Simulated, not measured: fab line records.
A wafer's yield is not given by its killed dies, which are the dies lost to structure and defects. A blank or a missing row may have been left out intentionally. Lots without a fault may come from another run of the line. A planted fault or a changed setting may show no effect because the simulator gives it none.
Chamber matching -- flow n5Finfet -- rieDiel-01 running N5_BEOL_M10_ETCH_66: 4 sister chambers
The step etches SOC in N2/H2, target depth 120 nm, overetch 24 nm, time 180 s. 18 wafers are shown with their chamber, then 9 later ones without.

## WAFERS PAIRED WITH THEIR CHAMBERS
wafer,chamber,showerheadPlenumPTorr (Torr),drypumpMotorCurrentA (A),throttleValvePct (%)
L076.2,3,2.48,6.3,17.88
L076.3,2,2.69,5.3,17.66
L076.5,2,2.69,5.3,17.68
L077.1,2,2.69,5.4,17.68
L077.4,1,2.69,5.1,17.79
L077.5,1,2.69,5.1,17.79
L085.3,1,2.68,5.1,17.81
L085.4,3,2.47,6.3,17.92
L085.5,3,2.47,6.3,17.91
L087.4,1,2.68,5.1,17.81
L087.5,3,2.47,6.3,17.93
L087.6,2,2.68,5.4,17.71
L088.1,1,2.68,5.1,17.82
L088.4,0,2.53,5.7,17.71
L088.6,0,2.53,5.7,17.72
L091.2,2,2.68,5.4,17.72
L091.3,1,2.68,5.1,17.81
L091.4,0,2.53,5.8,17.73

SIGNATURES (means of the wafers above)
reading,chamber 0,chamber 1,chamber 2,chamber 3,scatter within a chamber
showerheadPlenumPTorr,2.5300,2.6833,2.6860,2.4725,0.00484
drypumpMotorCurrentA,5.733,5.100,5.360,6.300,0.0365
throttleValvePct,17.7200,17.8050,17.6900,17.9100,0.0184
Rule: for each reading, subtract the chamber's mean from the wafer's reading, divide by that reading's scatter and square the result; add these up over the readings and take the root, which gives the wafer's distance from the chamber. If the next closest chamber is less than 2 further off than the closest, the wafer can't be placed; otherwise it belongs to the closest. The scatter: take each reading less its chamber's mean, square it, sum over the shown wafers, divide by the number of wafers less the number of chambers, and take the root.

## WAFERS MISSING THEIR CHAMBER
wafer,showerheadPlenumPTorr (Torr),drypumpMotorCurrentA (A),throttleValvePct (%)
L093.2,2.47,6.3,17.92
L093.3,2.68,5.1,17.85
L093.4,2.68,5.4,17.73
L095.1,2.67,5.1,17.84
L095.3,2.53,5.7,17.73
L095.6,2.67,5.3,17.76
L097.1,2.67,5.3,17.76
L097.2,2.46,6.3,17.97
L097.5,2.67,5.1,17.86

## THE CHAMBER EACH PASSED THROUGH
wafer,from the rows above,in truth
L093.2,3,3
L093.3,1,1
L093.4,2,2
L095.1,1,1
L095.3,0,0
L095.6,can't be placed: 2 or 1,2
L097.1,can't be placed: 2 or 1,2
L097.2,3,3
L097.5,1,1
Placed correctly: 7 of 9. From these rows, 2 cannot be placed; in 2 the true chamber is one of the candidates. Wrongly placed: 0.
